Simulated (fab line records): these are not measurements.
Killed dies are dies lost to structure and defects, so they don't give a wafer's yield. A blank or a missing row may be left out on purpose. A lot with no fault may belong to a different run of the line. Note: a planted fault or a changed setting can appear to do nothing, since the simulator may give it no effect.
What tool caused it? + flow nand-harc + 10 lots, 30 wafers sampled, at 8 steps of a route of 1302

== WHAT THE GAUGES SHOWED, per wafer ==
NHARC_P_STI_CD_MEAS_09: target cd 200 nm.
| lot  | measured     | on        | cd-nm (nm)              |
|------|--------------|-----------|-------------------------|
| L519 | day 2 22:41  | cd-sem-02 | 199 201 196             |
| L520 | day 3 09:04  | cd-sem-03 | 205 207 202             |
| L521 | day 3 19:30  | cd-sem-03 | 205 202 198             |
| L522 | day 4 02:56  | cd-sem-01 | 184 185 191 184 185 191 |
| L528 | day 6 13:15  | cd-sem-02 | 199 195 200             |
| L533 | day 8 16:49  | cd-sem-01 | 201 205 201             |
| L537 | day 10 06:14 | cd-sem-01 | 202 197 201             |
| L538 | day 10 23:09 | cd-sem-01 | 200 200 203             |
| L540 | day 11 12:29 | cd-sem-02 | 197 200 199             |
| L542 | day 12 08:26 | cd-sem-02 | 200 200 201             |

NHARC_P_STI_INSPECT_11.
| lot  | measured     | on                | raw-defect-count |
|------|--------------|-------------------|------------------|
| L519 | day 2 22:50  | defect-inspect-02 | 5 3 0            |
| L520 | day 3 09:11  | defect-inspect-02 | 5 4 8            |
| L521 | day 3 19:37  | defect-inspect-02 | 7 4 4            |
| L522 | day 4 05:40  | defect-inspect-02 | 2 4 1            |
| L528 | day 6 13:22  | defect-inspect-01 | 9 4 3            |
| L533 | day 8 16:56  | defect-inspect-02 | 2 8 5            |
| L537 | day 10 06:22 | defect-inspect-01 | 8 3 9            |
| L538 | day 10 23:16 | defect-inspect-01 | 3 2 1            |
| L540 | day 11 12:36 | defect-inspect-01 | 5 4 5            |
| L542 | day 12 08:33 | defect-inspect-02 | 2 2 5            |

NHARC_P_STI_OCD_MEAS_17.
| lot  | measured     | on     | trench-depth-nm (nm)    | trench-foot-cd-nm (nm)  |
|------|--------------|--------|-------------------------|-------------------------|
| L519 | day 2 23:32  | ocd-01 | 295 299 305             | 158 160 153             |
| L520 | day 3 09:52  | ocd-01 | 296 296 304             | 163 166 159             |
| L521 | day 3 20:17  | ocd-01 | 301 297 300             | 162 160 156             |
| L522 | day 4 12:31  | ocd-01 | 302 300 301 301 300 302 | 142 143 149 142 144 149 |
| L528 | day 6 14:04  | ocd-01 | 296 300 300             | 157 153 158             |
| L533 | day 8 17:37  | ocd-02 | 305 306 307             | 158 163 158             |
| L537 | day 10 07:02 | ocd-01 | 304 302 298             | 159 155 160             |
| L538 | day 10 23:56 | ocd-02 | 296 304 299             | 158 157 161             |
| L540 | day 11 13:18 | ocd-02 | 300 301 304             | 155 158 156             |
| L542 | day 12 09:40 | ocd-01 | 303 292 307             | 157 160 158             |

NHARC_P_STI_OCD_MEAS_43.
| lot  | measured     | on     | trench-depth-nm (nm) | trench-foot-cd-nm (nm) |
|------|--------------|--------|----------------------|------------------------|
| L519 | day 3 00:02  | ocd-02 | 296 299 305          | 157 160 154            |
| L520 | day 3 10:22  | ocd-02 | 296 297 304          | 163 166 159            |
| L521 | day 3 20:47  | ocd-02 | 301 297 301          | 163 160 156            |
| L522 | day 4 21:20  | ocd-01 | 301 300 301          | 142 144 150            |
| L528 | day 6 14:35  | ocd-02 | 296 301 300          | 157 153 158            |
| L533 | day 8 18:08  | ocd-01 | 305 306 307          | 158 163 158            |
| L537 | day 10 07:32 | ocd-02 | 305 302 297          | 160 155 159            |
| L538 | day 11 00:26 | ocd-01 | 296 304 299          | 158 157 162            |
| L540 | day 11 13:49 | ocd-02 | 300 301 304          | 154 159 156            |
| L542 | day 12 10:11 | ocd-02 | 303 292 307          | 157 160 158            |

NHARC_END_SORT_01.
| lot  | measured     | on        | killed-at-array | killed-at-other | killed-at-periphery | killed-dies | killed-open | killed-short |
|------|--------------|-----------|-----------------|-----------------|---------------------|-------------|-------------|--------------|
| L522 | day 26 03:32 | prober-02 | 82 84           | 1 1             | 2 4                 | 85 89       | 1 1         | 1 1          |
| L533 | day 30 20:33 | prober-01 | 57 47           | 3 1             | 6 5                 | 66 53       | 1 3         | 2 1          |
| L538 | day 33 09:56 | prober-01 | 29 34           | 2 4             | 9 7                 | 40 45       | 4 1         | 1 2          |
| L540 | day 33 20:54 | prober-01 | 67              | 0               | 3                   | 70          | 5           | 4            |

== EACH LOT AND THE TOOL THAT RAN IT (in order: tool; ch and the chambers of the sampled wafers; start) ==
| lot  | NHARC_P_ZERO_WELL_ETCH_63       | NHARC_P_STI_EXPOSE_06             | NHARC_P_STI_DESCUM_14              |
|------|---------------------------------|-----------------------------------|------------------------------------|
| L519 | rie-si-02 ch 0,1,3, day 1 21:43 | krf-scanner-01 ch 0, day 2 22:32  | rie-diel-09 ch 1,2, day 2 22:59    |
| L520 | rie-si-02 ch 1,2,3, day 2 07:34 | krf-scanner-01 ch 0, day 3 08:55  | rie-diel-08 ch 2,3, day 3 09:20    |
| L521 | rie-si-05 ch 0,1, day 2 17:40   | krf-scanner-02 ch 0, day 3 19:21  | rie-diel-09 ch 0,1,3, day 3 19:47  |
| L522 | rie-si-05 ch 1,3, day 3 03:40   | krf-scanner-01 ch 0, day 4 02:47  | rie-diel-09 ch 0,1,3, day 4 05:49  |
| L528 | rie-si-03 ch 1,2,3, day 5 15:33 | krf-scanner-01 ch 0, day 6 13:05  | rie-diel-08 ch 1,2, day 6 13:32    |
| L533 | rie-si-02 ch 1,2,3, day 7 17:41 | krf-scanner-02 ch 0, day 8 16:40  | rie-diel-05 ch 0,1,3, day 8 17:05  |
| L537 | rie-si-05 ch 1,2,3, day 9 09:37 | krf-scanner-01 ch 0, day 10 06:05 | rie-diel-09 ch 0,3, day 10 06:30   |
| L538 | rie-si-05 ch 0,2,3, day 9 19:40 | krf-scanner-01 ch 0, day 10 23:00 | rie-diel-05 ch 1,2,3, day 10 23:25 |
| L540 | rie-si-02 ch 0,1, day 10 15:35  | krf-scanner-03 ch 0, day 11 12:20 | rie-diel-05 ch 2,3, day 11 12:46   |
| L542 | rie-si-03 ch 1,3, day 11 11:40  | krf-scanner-03 ch 0, day 12 08:17 | rie-diel-08 ch 2,3, day 12 08:41   |
- NHARC_P_ZERO_WELL_ETCH_63: etches the open film in HBr/Cl2, target depth 120 nm, time 40.1 s.
- NHARC_P_STI_EXPOSE_06: exposes mask P STI, target cd 200 nm.
- NHARC_P_STI_DESCUM_14: chemistry O2, time 3 s.

== WHAT THE TOOLS THEMSELVES READ (means of the sampled wafers that have a number; where no wafer has one, the mark that the record gives instead) ==
NHARC_P_ZERO_WELL_ETCH_63.
| lot  | tool      | drypump-motor-current-A (A) | oes-product-au (a.u.) | rf-fwd-power-W (W) | throttle-valve-pct (%) |
|------|-----------|-----------------------------|-----------------------|--------------------|------------------------|
| L519 | rie-si-02 | 5.5                         | 1.014                 | 392.7              | 26.404                 |
| L520 | rie-si-02 | 5.4                         | 0.993                 | 394.1              | 26.411                 |
| L521 | rie-si-05 | 5.9                         | 1.000                 | 395.2              | 26.413                 |
| L522 | rie-si-05 | 5.9                         | 1.001                 | 395.6              | 26.419                 |
| L528 | rie-si-03 | 5.1                         | 1.002                 | 396.8              | 26.408                 |
| L533 | rie-si-02 | 5.4                         | 0.985                 | 394.5              | 26.401                 |
| L537 | rie-si-05 | 6.1                         | 1.009                 | 395.6              | 26.405                 |
| L538 | rie-si-05 | 5.9                         | 1.007                 | 395.6              | 26.406                 |
| L540 | rie-si-02 | 5.4                         | 0.988                 | 390.6              | 26.401                 |
| L542 | rie-si-03 | 5.0                         | 0.993                 | 394.0              | 26.403                 |

NHARC_P_STI_EXPOSE_06.
| lot  | tool           | focus-offset-nm (nm) |
|------|----------------|----------------------|
| L519 | krf-scanner-01 | -0.0                 |
| L520 | krf-scanner-01 | 0.1                  |
| L521 | krf-scanner-02 | 0.4                  |
| L522 | krf-scanner-01 | 0.2                  |
| L528 | krf-scanner-01 | 0.0                  |
| L533 | krf-scanner-02 | 0.1                  |
| L537 | krf-scanner-01 | 0.1                  |
| L538 | krf-scanner-01 | -0.8                 |
| L540 | krf-scanner-03 | -0.7                 |
| L542 | krf-scanner-03 | -0.4                 |

NHARC_P_STI_DESCUM_14.
| lot  | tool        | drypump-motor-current-A (A) | oes-product-au (a.u.) | rf-vpp-V (V) | showerhead-plenum-p-Torr (Torr) | throttle-valve-pct (%) |
|------|-------------|-----------------------------|-----------------------|--------------|---------------------------------|------------------------|
| L519 | rie-diel-09 | 5.4                         | 0.982                 | 57.5         | 1.81                            | 11.308                 |
| L520 | rie-diel-08 | 6.0                         | 0.986                 | 58.2         | 2.00                            | 11.312                 |
| L521 | rie-diel-09 | 5.9                         | 0.997                 | 57.1         | 1.89                            | 11.308                 |
| L522 | rie-diel-09 | 5.8                         | 1.002                 | 57.3         | 1.89                            | 11.310                 |
| L528 | rie-diel-08 | 6.0                         | 0.993                 | 58.4         | 1.97                            | 11.312                 |
| L533 | rie-diel-05 | 5.8                         | 0.975                 | 58.1         | 1.96                            | 11.311                 |
| L537 | rie-diel-09 | 6.1                         | 0.996                 | 57.1         | 1.97                            | 11.305                 |
| L538 | rie-diel-05 | 6.1                         | 0.996                 | 57.4         | 1.91                            | 11.316                 |
| L540 | rie-diel-05 | 6.1                         | 1.010                 | 57.8         | 1.85                            | 11.319                 |
| L542 | rie-diel-08 | 6.0                         | 1.004                 | 58.7         | 1.99                            | 11.310                 |

== THE ANSWER, worked out from the rows above alone ==
Rule: what is usual is taken from the lots themselves. The widest of any qualifying gaps counts: lots, ordered by their means at a reading, are off when they make up no more than a third of the lots, leave a main group of 4 or more, and stand apart from it by 3 or more times the standard deviation of that group's means. Not used: any main group whose means are identical at the precision the tables above print for the reading. A lot without any number at a reading at which 4 lots or more have one is off too. Where the step has rows for the other lots, those lots are counted as sound. Order of review: gauges by route order, followed by the tools' own readings, for which a lot's mean as printed above is used. At the first step where some lot is off, the reading lying furthest off is the one used; lots without a number count as furthest.
Off at NHARC_P_STI_CD_MEAS_09 (cd-nm): L522. The main group: mean 201 nm, standard deviation 2.
A tool fits if, at a process step before that reading, it ran every lot that is off, and no sound lot after the first of them. Not tried: the gauges at NHARC_P_STI_CD_MEAS_09; whatever is off there is also off at NHARC_P_STI_OCD_MEAS_17, on other tools, and gauge error can't account for it. No candidate that was tried fits.

== WHAT THE SIMULATOR HAD PUT IN ==
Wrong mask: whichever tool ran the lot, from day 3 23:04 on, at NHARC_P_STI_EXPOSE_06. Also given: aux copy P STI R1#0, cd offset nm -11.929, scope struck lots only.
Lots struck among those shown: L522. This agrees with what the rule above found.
